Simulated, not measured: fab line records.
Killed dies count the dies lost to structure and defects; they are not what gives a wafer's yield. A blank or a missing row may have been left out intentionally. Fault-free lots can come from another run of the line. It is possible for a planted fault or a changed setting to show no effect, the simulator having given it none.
The tool behind it: which one? :: flow nand_harc :: 42 wafers from 14 lots sampled at 5 of the route's 1302 steps

== WHAT EACH GAUGE READ, for each wafer ==
NHARC_A_ONON_D1_THK_MEAS_05: measures by ellipsometry. Usual: thk_nm at 1004 nm, with a standard deviation of 8.6.
lot: L180
measured: day 7 16:10
on: film_metro-02
thk_nm (nm): 996 994 995
flag: 

lot: L181
measured: day 8 03:01
on: film_metro-02
thk_nm (nm): 991 991 993
flag: 

lot: L182
measured: day 8 20:17
on: film_metro-01
thk_nm (nm): 997 996 997
flag: 

lot: L183
measured: day 9 03:41
on: film_metro-02
thk_nm (nm): 1000 999 1000
flag: 

lot: L184
measured: day 9 13:07
on: film_metro-01
thk_nm (nm): 994 994 996
flag: 

lot: L185
measured: day 9 21:29
on: film_metro-02
thk_nm (nm): 1001 1003 1004
flag: 

lot: L190
measured: day 12 05:50
on: film_metro-02
thk_nm (nm): 996 996 994
flag: 

lot: L192
measured: day 12 14:53
on: film_metro-02
thk_nm (nm): 1012 1011 1012
flag: 

lot: L194
measured: day 13 23:13
on: film_metro-01
thk_nm (nm): 1011 1010 1010
flag: 

lot: L198
measured: day 15 04:39
on: film_metro-02
thk_nm (nm): 984 984 984
flag: 

lot: L199
measured: day 15 19:49
on: film_metro-02
thk_nm (nm): 1015 1013 1016
flag: 

lot: L200
measured: day 16 02:52
on: film_metro-01
thk_nm (nm): 1004 1003 1005
flag: 

lot: L202
measured: day 17 03:19
on: film_metro-01
thk_nm (nm): 1009 1009 1009
flag: 

lot: L203
measured: day 17 08:08
on: film_metro-01
thk_nm (nm): 1017 1019 1019
flag: 

NHARC_A_ONON_D1_THK_MEAS_30: measures by ellipsometry. Usual: thk_nm at 997 nm, with a standard deviation of 9.9.
lot: L180
measured: day 8 03:58
on: film_metro-01
thk_nm (nm): 995 995 995
flag: 

lot: L181
measured: day 8 14:35
on: film_metro-01
thk_nm (nm): 995 995 994
flag: 

lot: L182
measured: day 9 08:01
on: film_metro-01
thk_nm (nm): 998 998 997
flag: 

lot: L183
measured: day 9 17:41
on: film_metro-01
thk_nm (nm): 1004 1004 1004
flag: 

lot: L184
measured: day 10 05:00
on: film_metro-01
thk_nm (nm): 995 996 994
flag: 

lot: L185
measured: day 10 12:52
on: film_metro-01
thk_nm (nm): 993 991 993
flag: 

lot: L190
measured: day 12 17:30
on: film_metro-02
thk_nm (nm): 668 994 995
flag: OFF

lot: L192
measured: day 13 02:47
on: film_metro-02
thk_nm (nm): 657 982 980
flag: OFF

lot: L194
measured: day 14 11:41
on: film_metro-01
thk_nm (nm): 1013 1013 1012
flag: 

lot: L198
measured: day 15 16:24
on: film_metro-02
thk_nm (nm): 998 997 997
flag: 

lot: L199
measured: day 16 07:34
on: film_metro-01
thk_nm (nm): 994 993 993
flag: 

lot: L200
measured: day 16 14:37
on: film_metro-01
thk_nm (nm): 1008 1007 1006
flag: 

lot: L202
measured: day 17 15:04
on: film_metro-02
thk_nm (nm): 987 987 988
flag: 

lot: L203
measured: day 17 20:08
on: film_metro-02
thk_nm (nm): 1000 1004 1003
flag: 

NHARC_END_SORT_01. Usual: killed_at_array 56, standard deviation 20; killed_at_other 1, standard deviation 1.3; killed_at_periphery 3.5, standard deviation 2.7; killed_dies 60, standard deviation 20; killed_open 3.3, standard deviation 1.6; killed_short 2.4, standard deviation 1.5.
lot: L190
measured: day 28 07:16
on: prober-02
killed_at_array: 674 58 42
killed_at_other: 2 5 0
killed_at_periphery: 1 6 2
killed_dies: 677 69 44
killed_open: 6 5 4
killed_short: 2 2 2
flag: OFF

lot: L192
measured: day 29 06:25
on: prober-02
killed_at_array: 672 65 45
killed_at_other: 2 0 1
killed_at_periphery: 3 1 5
killed_dies: 677 66 51
killed_open: 3 3 6
killed_short: 2 2 6
flag: OFF

== EACH LOT AND THE TOOL THAT RAN IT (in order: tool; ch and the chambers of the sampled wafers; start) ==
lot: L180
NHARC_P_BONDPAD_PRE_CLEAN_26: pvd_sputter-03, day 7 16:10 or earlier
NHARC_A_ONON_D1_DEP_28: pecvd_onon-02 ch 0, day 8 03:28

lot: L181
NHARC_P_BONDPAD_PRE_CLEAN_26: pvd_sputter-01, day 8 03:01 or earlier
NHARC_A_ONON_D1_DEP_28: pecvd_onon-01 ch 0, day 8 14:04

lot: L182
NHARC_P_BONDPAD_PRE_CLEAN_26: pvd_sputter-03, day 8 20:17 or earlier
NHARC_A_ONON_D1_DEP_28: pecvd_onon-01 ch 0, day 9 07:31

lot: L183
NHARC_P_BONDPAD_PRE_CLEAN_26: pvd_sputter-01, day 9 03:41 or earlier
NHARC_A_ONON_D1_DEP_28: pecvd_onon-01 ch 0, day 9 17:22

lot: L184
NHARC_P_BONDPAD_PRE_CLEAN_26: pvd_sputter-01, day 9 13:07 or earlier
NHARC_A_ONON_D1_DEP_28: pecvd_onon-01 ch 0, day 10 04:29

lot: L185
NHARC_P_BONDPAD_PRE_CLEAN_26: pvd_sputter-01, day 9 21:29 or earlier
NHARC_A_ONON_D1_DEP_28: pecvd_onon-04 ch 0, day 10 12:21

lot: L190
NHARC_P_BONDPAD_PRE_CLEAN_26: pvd_sputter-01, day 12 05:50 or earlier
NHARC_A_ONON_D1_DEP_28: pecvd_onon-04 ch 0, day 12 16:59

lot: L192
NHARC_P_BONDPAD_PRE_CLEAN_26: pvd_sputter-02, day 12 14:53 or earlier
NHARC_A_ONON_D1_DEP_28: pecvd_onon-04 ch 0, day 13 02:20

lot: L194
NHARC_P_BONDPAD_PRE_CLEAN_26: pvd_sputter-01, day 13 23:13 or earlier
NHARC_A_ONON_D1_DEP_28: pecvd_onon-01 ch 0, day 14 11:10

lot: L198
NHARC_P_BONDPAD_PRE_CLEAN_26: pvd_sputter-03, day 15 04:39 or earlier
NHARC_A_ONON_D1_DEP_28: pecvd_onon-01 ch 0, day 15 15:57

lot: L199
NHARC_P_BONDPAD_PRE_CLEAN_26: pvd_sputter-02, day 15 19:49 or earlier
NHARC_A_ONON_D1_DEP_28: pecvd_onon-01 ch 0, day 16 07:04

lot: L200
NHARC_P_BONDPAD_PRE_CLEAN_26: pvd_sputter-03, day 16 02:52 or earlier
NHARC_A_ONON_D1_DEP_28: pecvd_onon-01 ch 0, day 16 14:06

lot: L202
NHARC_P_BONDPAD_PRE_CLEAN_26: pvd_sputter-01, day 17 03:19 or earlier
NHARC_A_ONON_D1_DEP_28: pecvd_onon-04 ch 0, day 17 14:37

lot: L203
NHARC_P_BONDPAD_PRE_CLEAN_26: pvd_sputter-02, day 17 08:08 or earlier
NHARC_A_ONON_D1_DEP_28: pecvd_onon-01 ch 0, day 17 19:40
- NHARC_P_BONDPAD_PRE_CLEAN_26: time 30 s.
- NHARC_A_ONON_D1_DEP_28: target thk 1000 nm.

== WHAT THE TOOLS THEMSELVES READ (means of the sampled wafers that have a number; where no wafer has one, the mark that the record gives instead) ==
NHARC_P_BONDPAD_PRE_CLEAN_26. Usual: heater_power_w at 417 W, with a standard deviation of 46.
lot: L180
tool: pvd_sputter-03
heater_power_w (W): 412
flag: 

lot: L181
tool: pvd_sputter-01
heater_power_w (W): 482
flag: 

lot: L182
tool: pvd_sputter-03
heater_power_w (W): 404
flag: 

lot: L183
tool: pvd_sputter-01
heater_power_w (W): 398
flag: 

lot: L184
tool: pvd_sputter-01
heater_power_w (W): 453
flag: 

lot: L185
tool: pvd_sputter-01
heater_power_w (W): 406
flag: 

lot: L190
tool: pvd_sputter-01
heater_power_w (W): 440
flag: 

lot: L192
tool: pvd_sputter-02
heater_power_w (W): 439
flag: 

lot: L194
tool: pvd_sputter-01
heater_power_w (W): 387
flag: 

lot: L198
tool: pvd_sputter-03
heater_power_w (W): 386
flag: 

lot: L199
tool: pvd_sputter-02
heater_power_w (W): 418
flag: 

lot: L200
tool: pvd_sputter-03
heater_power_w (W): 437
flag: 

lot: L202
tool: pvd_sputter-01
heater_power_w (W): 451
flag: 

lot: L203
tool: pvd_sputter-02
heater_power_w (W): 411
flag: 

== THE ANSWER, worked out from the rows above alone ==
Rule: a lot counts as off when the mean over its wafers that have a number is more than 3 standard deviations away from the usual mean. A lot without any number at a reading at which 4 lots or more have one is off too. All remaining lots with rows at the step are treated as sound. First the gauges in route order, then the tools' own readings, where a lot's mean is used as printed above. The first step at which some lot is off is used, and at that step the reading that is off furthest; a lot without a number counts as furthest.
Off: L190, L192, at NHARC_A_ONON_D1_THK_MEAS_30 (thk_nm).
A tool fits if, at a process step before that reading, it ran every lot that is off, and no sound lot after the first of them. The gauges at NHARC_A_ONON_D1_THK_MEAS_30 aren't tried: what is off there is off at NHARC_END_SORT_01 too, on other tools, and a gauge's error can't cause that. NHARC_P_BONDPAD_PRE_CLEAN_26: start missing for some lots; hours and lot order therefore follow NHARC_A_ONON_D1_THK_MEAS_05. None of those tried fits.

== WHAT HAD BEEN PUT IN BY THE SIMULATOR ==
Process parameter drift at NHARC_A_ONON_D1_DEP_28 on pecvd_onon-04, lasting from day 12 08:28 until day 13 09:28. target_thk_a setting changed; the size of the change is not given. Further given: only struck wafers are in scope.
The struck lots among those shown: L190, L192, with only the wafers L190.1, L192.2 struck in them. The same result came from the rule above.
